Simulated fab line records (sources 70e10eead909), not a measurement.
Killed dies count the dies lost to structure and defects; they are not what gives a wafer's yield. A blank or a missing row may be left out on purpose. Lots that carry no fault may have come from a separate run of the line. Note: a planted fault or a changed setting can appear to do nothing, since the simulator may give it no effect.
Which of the tools did it? :: flow nand harc :: 11 lots with 33 wafers sampled at 5 steps, on a route of 1302 steps

## WHAT EACH GAUGE READ, for each wafer
NHARC_A_BONDPAD_OVL_MEAS_35. Usual: overlay x nm 0 nm, standard deviation 6.3; overlay y nm 0 nm, standard deviation 6.2.
lot: L885
measured: day 23 10:05
on: overlay-01
overlay x nm (nm): -1 -1 -1
overlay y nm (nm): -1 0 -1
flag: 

lot: L883
measured: day 23 11:23
on: overlay-01
overlay x nm (nm): -9 -9 -9
overlay y nm (nm): -7 -7 -8
flag: 

lot: L884
measured: day 24 00:07
on: overlay-02
overlay x nm (nm): 2 2 2
overlay y nm (nm): -4 -5 -4
flag: 

lot: L886
measured: day 24 01:47
on: overlay-01
overlay x nm (nm): 0 -1 0
overlay y nm (nm): 9 9 9
flag: 

lot: L893
measured: day 27 21:25
on: overlay-01
overlay x nm (nm): 4 4 3
overlay y nm (nm): 3 3 3
flag: 

lot: L894
measured: day 28 02:23
on: overlay-01
overlay x nm (nm): 8 8 8
overlay y nm (nm): 0 0 1
flag: 

lot: L898
measured: day 29 04:17
on: overlay-02
overlay x nm (nm): 2 2 2
overlay y nm (nm): -2 -2 -2
flag: 

lot: L902
measured: day 30 21:51
on: overlay-01
overlay x nm (nm): 8 8 8
overlay y nm (nm): -9 -10 -10
flag: 

lot: L905
measured: day 31 18:18
on: overlay-01
overlay x nm (nm): -1 -1 -1
overlay y nm (nm): -3 -3 -2
flag: 

lot: L904
measured: day 31 20:32
on: overlay-02
overlay x nm (nm): -1 -1 -1
overlay y nm (nm): 4 3 4
flag: 

lot: L906
measured: day 32 15:36
on: overlay-02
overlay x nm (nm): 0 0 0
overlay y nm (nm): 7 8 7
flag: 

NHARC_END_SORT_01. Usual: defect limited yield 91.1 % (standard deviation 2.9); killed at array 55 (standard deviation 19); killed at other 0.8 (standard deviation 1.1); killed at periphery 4.0 (standard deviation 2.6); killed dies 60 (standard deviation 20); killed open 3.4 (standard deviation 1.7); killed short 2.6 (standard deviation 1.5).
lot: L884
measured: day 25 14:29
on: prober-02
defect limited yield (%): 92.9 93.1 93.5
killed at array: 46 41 39
killed at other: 0 1 0
killed at periphery: 2 5 5
killed dies: 48 47 44
killed open: 4 2 5
killed short: 2 1 4
flag: 

lot: L886
measured: day 25 07:27
on: prober-01
defect limited yield (%): 92.6 92.0 90.7
killed at array: 46 50 59
killed at other: 0 1 2
killed at periphery: 4 3 2
killed dies: 50 54 63
killed open: 2 4 4
killed short: 1 2 4
flag: 

lot: L893
measured: day 29 04:14
on: prober-02
defect limited yield (%): 0.4 0.6 0.7
killed at array: 668 667 669
killed at other: 1 0 0
killed at periphery: 5 6 3
killed dies: 674 673 672
killed open: 5 2 5
killed short: 5 6 2
flag: OFF

lot: L894
measured: day 29 12:04
on: prober-02
defect limited yield (%): 0.1 0.1 0.3
killed at array: 667 669 670
killed at other: 4 5 3
killed at periphery: 5 2 2
killed dies: 676 676 675
killed open: 3 2 0
killed short: 4 4 1
flag: OFF

lot: L898
measured: day 30 14:07
on: prober-01
defect limited yield (%): 92.5 92.9 94.2
killed at array: 44 47 37
killed at other: 0 0 0
killed at periphery: 7 1 2
killed dies: 51 48 39
killed open: 2 2 2
killed short: 3 1 3
flag: 

lot: L902
measured: day 32 07:13
on: prober-01
defect limited yield (%): 89.7 87.3 87.4
killed at array: 66 82 82
killed at other: 2 2 2
killed at periphery: 2 2 1
killed dies: 70 86 85
killed open: 2 2 2
killed short: 1 3 3
flag: 

lot: L905
measured: day 33 05:57
on: prober-02
defect limited yield (%): 89.8 88.6 90.3
killed at array: 66 77 63
killed at other: 0 0 0
killed at periphery: 3 0 3
killed dies: 69 77 66
killed open: 1 7 2
killed short: 1 4 3
flag: 

lot: L904
measured: day 33 06:01
on: prober-01
defect limited yield (%): 91.6 93.2 90.3
killed at array: 52 36 56
killed at other: 2 2 2
killed at periphery: 3 8 8
killed dies: 57 46 66
killed open: 3 2 3
killed short: 2 2 5
flag: 

## TOOL THAT RAN EACH LOT (tool first, then ch and the chambers of the sampled wafers, then the start)
lot: L885
NHARC_A_BONDPAD_DESCUM_11: rie diel-09 ch 0,1,3, day 23 10:13
NHARC_A_BONDPAD_ETCH_12: rie diel-09 ch 0,1,3, day 23 10:23
NHARC_A_BONDPAD_CMP_19: cmp-01 ch 0,1,2, day 23 12:16

lot: L883
NHARC_A_BONDPAD_DESCUM_11: rie diel-09 ch 0,3, day 23 11:31
NHARC_A_BONDPAD_ETCH_12: rie diel-09 ch 0,1,2, day 23 11:43
NHARC_A_BONDPAD_CMP_19: cmp-01 ch 1,2,3, day 23 13:37

lot: L884
NHARC_A_BONDPAD_DESCUM_11: rie diel-09 ch 1,3, day 24 00:14
NHARC_A_BONDPAD_ETCH_12: rie diel-09 ch 0,1,3, day 24 00:25
NHARC_A_BONDPAD_CMP_19: cmp-03 ch 2,3, day 24 02:17

lot: L886
NHARC_A_BONDPAD_DESCUM_11: rie diel-09 ch 0,3, day 24 01:55
NHARC_A_BONDPAD_ETCH_12: rie diel-09 ch 0,1,3, day 24 02:05
NHARC_A_BONDPAD_CMP_19: cmp-01 ch 1,2, day 24 03:56

lot: L893
NHARC_A_BONDPAD_DESCUM_11: rie diel-09 ch 0,3, day 27 21:33
NHARC_A_BONDPAD_ETCH_12: rie diel-09 ch 1,2,3, day 27 21:45
NHARC_A_BONDPAD_CMP_19: cmp-03 ch 0,1, day 27 23:34

lot: L894
NHARC_A_BONDPAD_DESCUM_11: rie diel-09 ch 0,1,2, day 28 02:31
NHARC_A_BONDPAD_ETCH_12: rie diel-09 ch 0,1,3, day 28 02:41
NHARC_A_BONDPAD_CMP_19: cmp-01 ch 0,2,3, day 28 04:31

lot: L898
NHARC_A_BONDPAD_DESCUM_11: rie diel-04 ch 1,2, day 29 04:26
NHARC_A_BONDPAD_ETCH_12: rie diel-04 ch 1,2, day 29 04:37
NHARC_A_BONDPAD_CMP_19: cmp-03 ch 0,1, day 29 06:34

lot: L902
NHARC_A_BONDPAD_DESCUM_11: rie diel-06 ch 0,1,3, day 30 22:00
NHARC_A_BONDPAD_ETCH_12: rie diel-06 ch 0,2,3, day 30 22:11
NHARC_A_BONDPAD_CMP_19: cmp-04 ch 1,2, day 31 00:02

lot: L905
NHARC_A_BONDPAD_DESCUM_11: rie diel-09 ch 0,1,2, day 31 18:25
NHARC_A_BONDPAD_ETCH_12: rie diel-09 ch 1,2,3, day 31 18:36
NHARC_A_BONDPAD_CMP_19: cmp-03 ch 0,2,3, day 31 20:28

lot: L904
NHARC_A_BONDPAD_DESCUM_11: rie diel-09 ch 1,3, day 31 20:40
NHARC_A_BONDPAD_ETCH_12: rie diel-09 ch 1,2,3, day 31 20:50
NHARC_A_BONDPAD_CMP_19: cmp-03 ch 0,1,3, day 31 22:50

lot: L906
NHARC_A_BONDPAD_DESCUM_11: rie diel-09 ch 0,2, day 32 15:43
NHARC_A_BONDPAD_ETCH_12: rie diel-09 ch 0,2,3, day 32 15:54
NHARC_A_BONDPAD_CMP_19: cmp-03 ch 0,3, day 32 17:47
- NHARC_A_BONDPAD_DESCUM_11: chemistry O2, time 3 s.
- NHARC_A_BONDPAD_ETCH_12: etches the open film in CHF3/O2, target depth 220 nm, time 110 s.
- NHARC_A_BONDPAD_CMP_19: polishes, t overpolish 30 s, cu recess touch 16 s, target thk 169.82 nm.

## WHAT THE TOOLS THEMSELVES READ (means of the sampled wafers that have a number; where no wafer has one, the mark that the record gives instead)
NHARC_A_BONDPAD_DESCUM_11. Usual: drypump motor current A 6.0 A, standard deviation 0.37; oes product au 1.000 a.u., standard deviation 0.0091; rf vpp V 57.9 V, standard deviation 0.84; showerhead plenum p Torr 1.90 Torr, standard deviation 0.048; throttle valve pct 11.314 %, standard deviation 0.009.
lot: L885
tool: rie diel-09
drypump motor current A (A): 6.0
oes product au (a.u.): 0.994
rf vpp V (V): 58.9
showerhead plenum p Torr (Torr): 1.91
throttle valve pct (%): 11.314
flag: 

lot: L883
tool: rie diel-09
drypump motor current A (A): 5.9
oes product au (a.u.): 1.002
rf vpp V (V): 58.0
showerhead plenum p Torr (Torr): 1.93
throttle valve pct (%): 11.312
flag: 

lot: L884
tool: rie diel-09
drypump motor current A (A): 6.0
oes product au (a.u.): 1.002
rf vpp V (V): 57.7
showerhead plenum p Torr (Torr): 1.89
throttle valve pct (%): 11.319
flag: 

lot: L886
tool: rie diel-09
drypump motor current A (A): 6.0
oes product au (a.u.): 1.001
rf vpp V (V): 58.6
showerhead plenum p Torr (Torr): 1.90
throttle valve pct (%): 11.320
flag: 

lot: L893
tool: rie diel-09
drypump motor current A (A): 5.9
oes product au (a.u.): 0.998
rf vpp V (V): 58.6
showerhead plenum p Torr (Torr): 1.93
throttle valve pct (%): 11.304
flag: 

lot: L894
tool: rie diel-09
drypump motor current A (A): 6.1
oes product au (a.u.): 0.999
rf vpp V (V): 57.2
showerhead plenum p Torr (Torr): 1.91
throttle valve pct (%): 11.312
flag: 

lot: L898
tool: rie diel-04
drypump motor current A (A): 5.6
oes product au (a.u.): 0.986
rf vpp V (V): 57.7
showerhead plenum p Torr (Torr): 1.88
throttle valve pct (%): 11.315
flag: 

lot: L902
tool: rie diel-06
drypump motor current A (A): 5.4
oes product au (a.u.): 0.999
rf vpp V (V): 58.7
showerhead plenum p Torr (Torr): 1.91
throttle valve pct (%): 11.308
flag: 

lot: L905
tool: rie diel-09
drypump motor current A (A): 6.2
oes product au (a.u.): 1.010
rf vpp V (V): 57.5
showerhead plenum p Torr (Torr): 1.91
throttle valve pct (%): 11.316
flag: 

lot: L904
tool: rie diel-09
drypump motor current A (A): 5.9
oes product au (a.u.): 1.005
rf vpp V (V): 57.1
showerhead plenum p Torr (Torr): 1.89
throttle valve pct (%): 11.316
flag: 

lot: L906
tool: rie diel-09
drypump motor current A (A): 6.1
oes product au (a.u.): 0.998
rf vpp V (V): 57.8
showerhead plenum p Torr (Torr): 1.92
throttle valve pct (%): 11.317
flag: 

NHARC_A_BONDPAD_ETCH_12. Usual: chf3 flow sccm 50.02 sccm (standard deviation 0.17); drypump motor current A 6.0 A (standard deviation 0.38); oes product au 0.951 a.u. (standard deviation 0.023); rf vpp V 370.3 V (standard deviation 1.4); run length s 131.2 s (standard deviation 0.61); showerhead plenum p Torr 2.38 Torr (standard deviation 0.054); throttle valve pct 20.573 % (standard deviation 0.0085).
lot: L885
tool: rie diel-09
chf3 flow sccm (sccm): 50.04
drypump motor current A (A): 5.9
oes product au (a.u.): 0.954
rf vpp V (V): 370.4
run length s (s): 131.1
showerhead plenum p Torr (Torr): 2.40
throttle valve pct (%): 20.573
flag: 

lot: L883
tool: rie diel-09
chf3 flow sccm (sccm): 49.80
drypump motor current A (A): 6.1
oes product au (a.u.): 0.972
rf vpp V (V): 370.4
run length s (s): 131.0
showerhead plenum p Torr (Torr): 2.39
throttle valve pct (%): 20.566
flag: 

lot: L884
tool: rie diel-09
chf3 flow sccm (sccm): 50.03
drypump motor current A (A): 6.0
oes product au (a.u.): 0.972
rf vpp V (V): 370.2
run length s (s): 131.3
showerhead plenum p Torr (Torr): 2.40
throttle valve pct (%): 20.573
flag: 

lot: L886
tool: rie diel-09
chf3 flow sccm (sccm): 49.89
drypump motor current A (A): 5.9
oes product au (a.u.): 0.969
rf vpp V (V): 370.4
run length s (s): 131.1
showerhead plenum p Torr (Torr): 2.40
throttle valve pct (%): 20.570
flag: 

lot: L893
tool: rie diel-09
chf3 flow sccm (sccm): 50.03
drypump motor current A (A): 6.2
oes product au (a.u.): 0.969
rf vpp V (V): 370.5
run length s (s): 116.8
showerhead plenum p Torr (Torr): 2.37
throttle valve pct (%): 20.583
flag: OFF

lot: L894
tool: rie diel-09
chf3 flow sccm (sccm): 50.07
drypump motor current A (A): 5.9
oes product au (a.u.): 0.967
rf vpp V (V): 370.6
run length s (s): 117.3
showerhead plenum p Torr (Torr): 2.40
throttle valve pct (%): 20.579
flag: OFF

lot: L898
tool: rie diel-04
chf3 flow sccm (sccm): 49.97
drypump motor current A (A): 5.7
oes product au (a.u.): 0.916
rf vpp V (V): 370.7
run length s (s): 131.4
showerhead plenum p Torr (Torr): 2.44
throttle valve pct (%): 20.564
flag: 

lot: L902
tool: rie diel-06
chf3 flow sccm (sccm): 50.04
drypump motor current A (A): 5.6
oes product au (a.u.): 0.917
rf vpp V (V): 369.6
run length s (s): 130.7
showerhead plenum p Torr (Torr): 2.34
throttle valve pct (%): 20.578
flag: 

lot: L905
tool: rie diel-09
chf3 flow sccm (sccm): 49.83
drypump motor current A (A): 6.2
oes product au (a.u.): 0.930
rf vpp V (V): 371.1
run length s (s): 130.9
showerhead plenum p Torr (Torr): 2.37
throttle valve pct (%): 20.579
flag: 

lot: L904
tool: rie diel-09
chf3 flow sccm (sccm): 50.02
drypump motor current A (A): 6.2
oes product au (a.u.): 0.974
rf vpp V (V): 370.0
run length s (s): 131.0
showerhead plenum p Torr (Torr): 2.37
throttle valve pct (%): 20.580
flag: 

lot: L906
tool: rie diel-09
chf3 flow sccm (sccm): 50.06
drypump motor current A (A): 6.2
oes product au (a.u.): 0.934
rf vpp V (V): 370.5
run length s (s): 131.6
showerhead plenum p Torr (Torr): 2.38
throttle valve pct (%): 20.578
flag: 

NHARC_A_BONDPAD_CMP_19. Usual: motor current A 12.0 A, standard deviation 1.4; overpolish run s 29.999 s, standard deviation 0.0097.
lot: L885
tool: cmp-01
motor current A (A): 11.7
overpolish run s (s): 29.993
flag: 

lot: L883
tool: cmp-01
motor current A (A): 11.7
overpolish run s (s): 30.006
flag: 

lot: L884
tool: cmp-03
motor current A (A): 10.6
overpolish run s (s): 29.989
flag: 

lot: L886
tool: cmp-01
motor current A (A): 12.0
overpolish run s (s): 29.993
flag: 

lot: L893
tool: cmp-03
motor current A (A): 13.2
overpolish run s (s): 30.002
flag: 

lot: L894
tool: cmp-01
motor current A (A): 11.6
overpolish run s (s): 30.005
flag: 

lot: L898
tool: cmp-03
motor current A (A): 13.3
overpolish run s (s): 30.002
flag: 

lot: L902
tool: cmp-04
motor current A (A): 13.7
overpolish run s (s): 29.990
flag: 

lot: L905
tool: cmp-03
motor current A (A): 12.1
overpolish run s (s): 29.998
flag: 

lot: L904
tool: cmp-03
motor current A (A): 11.9
overpolish run s (s): 29.994
flag: 

lot: L906
tool: cmp-03
motor current A (A): 12.0
overpolish run s (s): 30.002
flag: 

## THE ANSWER, worked out from the rows above alone
Rule: lot off if the mean of its wafers having a number is beyond 3 standard deviations from the usual mean. Also off: a lot with no number at a reading for which 4 or more lots have one. Where the step has rows for the other lots, those lots are counted as sound. The gauges are gone through in route order, then the tools' own readings, and for those a lot's mean is taken as printed above. The first step at which some lot is off is used, and at that step the reading that is off furthest; a lot without a number counts as furthest.
Off: L893, L894, at NHARC_END_SORT_01 (killed at array). Neither off nor sound, because the step has no rows for them: L885, L883, L906.
If a tool, at a process step before that reading, ran all the lots that are off and no sound lot after the first of them, it fits. Not tried: the gauges at NHARC_END_SORT_01; whatever is off there is also off at NHARC_A_BONDPAD_ETCH_12, on other tools, and gauge error can't account for it. Not one of the candidates tried fits.

## WHAT HAD BEEN PUT IN BY THE SIMULATOR
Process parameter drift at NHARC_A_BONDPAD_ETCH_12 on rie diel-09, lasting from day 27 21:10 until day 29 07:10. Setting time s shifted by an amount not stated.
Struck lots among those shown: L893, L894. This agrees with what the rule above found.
